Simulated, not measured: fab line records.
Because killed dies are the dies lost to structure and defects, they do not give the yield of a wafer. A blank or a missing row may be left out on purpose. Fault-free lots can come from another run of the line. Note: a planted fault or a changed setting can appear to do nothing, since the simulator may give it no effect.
Chamber matching | flow n5-finfet | N5_FIN_SAQP_MANDREL2_REMOVE_60 on rie-si-03 has 4 sister chambers
The step chemistry HBr/Cl2/O2, target a-Si, stops on SiNx, bt time 10 s. 14 wafers are shown with their chamber, then 7 later ones without.

## WAFERS WITH THEIR CHAMBER
wafer  | chamber | drypump-motor-current-A (A) | oes-product-au (a.u.)
L075.2 | 2       | 5.9                         | 1.007
L075.4 | 3       | 5.8                         | 0.988
L075.6 | 1       | 5.8                         | 1.024
L076.2 | 2       | 5.9                         | 1.000
L076.5 | 2       | 5.9                         | 0.996
L076.6 | 1       | 5.8                         | 1.020
L078.1 | 0       | 6.1                         | 1.018
L078.2 | 1       | 5.8                         | 1.019
L078.6 | 2       | 5.8                         | 0.999
L080.1 | 0       | 6.2                         | 1.022
L080.3 | 2       | 5.9                         | 1.000
L080.5 | 3       | 5.8                         | 0.988
L083.3 | 0       | 6.2                         | 1.009
L083.5 | 1       | 5.8                         | 1.012

SIGNATURES, as means of the wafers listed above
reading                 | chamber 0 | chamber 1 | chamber 2 | chamber 3 | scatter within a chamber
drypump-motor-current-A | 6.167     | 5.800     | 5.880     | 5.800     | 0.0383
oes-product-au          | 1.01633   | 1.01875   | 1.00040   | 0.98800   | 0.00478
Rule: for a wafer and a chamber, the distance is found by dividing, reading by reading, the gap between the wafer's reading and the chamber's mean by the reading's scatter, squaring, summing and taking the root. The wafer belongs to the nearest chamber; if the next one is less than 2 further off, it can't be placed. How the scatter is found: for the shown wafers, subtract from each reading the mean of its chamber, square and add these, divide the total by (wafers less chambers), then take the root.

## WAFERS WHOSE CHAMBER IS MISSING
wafer  | drypump-motor-current-A (A) | oes-product-au (a.u.)
L083.6 | 6.2                         | 1.010
L088.1 | 5.9                         | 0.999
L088.3 | 6.2                         | 1.003
L088.6 | 5.8                         | 1.025
L090.2 | 5.8                         | 0.967
L090.5 | 5.8                         | 0.968
L090.6 | 5.9                         | 0.994

## CHAMBER TAKEN BY EACH
wafer  | from the rows above     | in truth
L083.6 | 0                       | 0
L088.1 | 2                       | 2
L088.3 | 0                       | 0
L088.6 | 1                       | 1
L090.2 | 3                       | 3
L090.5 | 3                       | 3
L090.6 | can't be placed: 2 or 3 | 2
Correct placement for 6 of the 7. Not placeable from these rows: 1 (in 1, the candidates include the true chamber). Wrongly placed: 0.
